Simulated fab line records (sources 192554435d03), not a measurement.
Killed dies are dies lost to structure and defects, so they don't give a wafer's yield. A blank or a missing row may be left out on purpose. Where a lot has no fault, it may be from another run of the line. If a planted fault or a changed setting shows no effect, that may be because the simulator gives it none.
Chamber matching	flow n5-finfet	3 sister chambers for N5_BEOL_M11_PECVD_70 on pecvd-04
The step deposits SiO2 from TEOS/O2, target thk 20 nm, time 22.7 s. 24 wafers are shown with their chamber, then 12 later ones without.

## WAFERS WITH THEIR CHAMBER
wafer	chamber	throttle-valve-pct (%)	showerhead-plenum-p-Torr (Torr)	heater-power-w (W)
L075.1	2	21.3	8.79	647
L075.4	0	21.9	8.86	790
L075.5	2	21.3	8.79	640
L079.1	0	21.9	8.87	801
L079.4	2	21.4	8.81	649
L079.6	0	22.0	8.85	790
L081.1	2	21.3	8.78	558
L081.2	0	22.1	8.88	757
L081.3	1	20.7	8.80	812
L081.4	1	20.3	8.81	817
L081.5	2	21.5	8.81	542
L081.6	0	22.2	8.89	747
L083.1	1	20.3	8.80	811
L083.4	2	21.7	8.83	696
L083.5	1	20.6	8.80	802
L085.1	1	20.5	8.79	744
L085.2	0	22.0	8.86	767
L085.3	2	21.5	8.79	588
L085.4	0	22.1	8.88	783
L085.5	2	21.2	8.81	580
L085.6	1	20.6	8.81	743
L087.1	1	20.5	8.79	809
L087.2	2	21.7	8.80	703
L087.3	0	22.2	8.85	774

SIGNATURES, as means of the wafers listed above
reading	chamber 0	chamber 1	chamber 2	scatter within a chamber
throttle-valve-pct	22.050	20.500	21.433	0.154
showerhead-plenum-p-Torr	8.8675	8.8000	8.8011	0.0135
heater-power-w	776.12	791.14	622.56	41.4
Rule: distance of a wafer from a chamber = root of the sum over the readings of ((wafer's reading minus chamber's mean) / reading's scatter) squared. If the next closest chamber is less than 2 further off than the closest, the wafer can't be placed; otherwise it belongs to the closest. How the scatter is found: for the shown wafers, subtract from each reading the mean of its chamber, square and add these, divide the total by (wafers less chambers), then take the root.

## WAFERS WITH NO CHAMBER GIVEN
wafer	throttle-valve-pct (%)	showerhead-plenum-p-Torr (Torr)	heater-power-w (W)
L093.1	22.0	8.86	675
L093.5	22.3	8.86	694
L093.6	21.5	8.81	572
L094.1	20.7	8.80	704
L094.3	21.5	8.82	674
L094.4	22.2	8.87	826
L096.1	21.6	8.80	636
L096.3	22.4	8.91	705
L096.6	22.2	8.87	699
L097.3	21.6	8.80	693
L097.4	20.8	8.79	775
L097.6	21.5	8.82	690

## CHAMBER TAKEN BY EACH
wafer	from the rows above	in truth
L093.1	0	0
L093.5	0	0
L093.6	2	2
L094.1	1	1
L094.3	2	2
L094.4	0	0
L096.1	2	2
L096.3	0	0
L096.6	0	0
L097.3	2	2
L097.4	1	1
L097.6	2	2
Placed correctly: 12 of 12. Left unplaced by these rows: 0. Placed wrongly: 0.
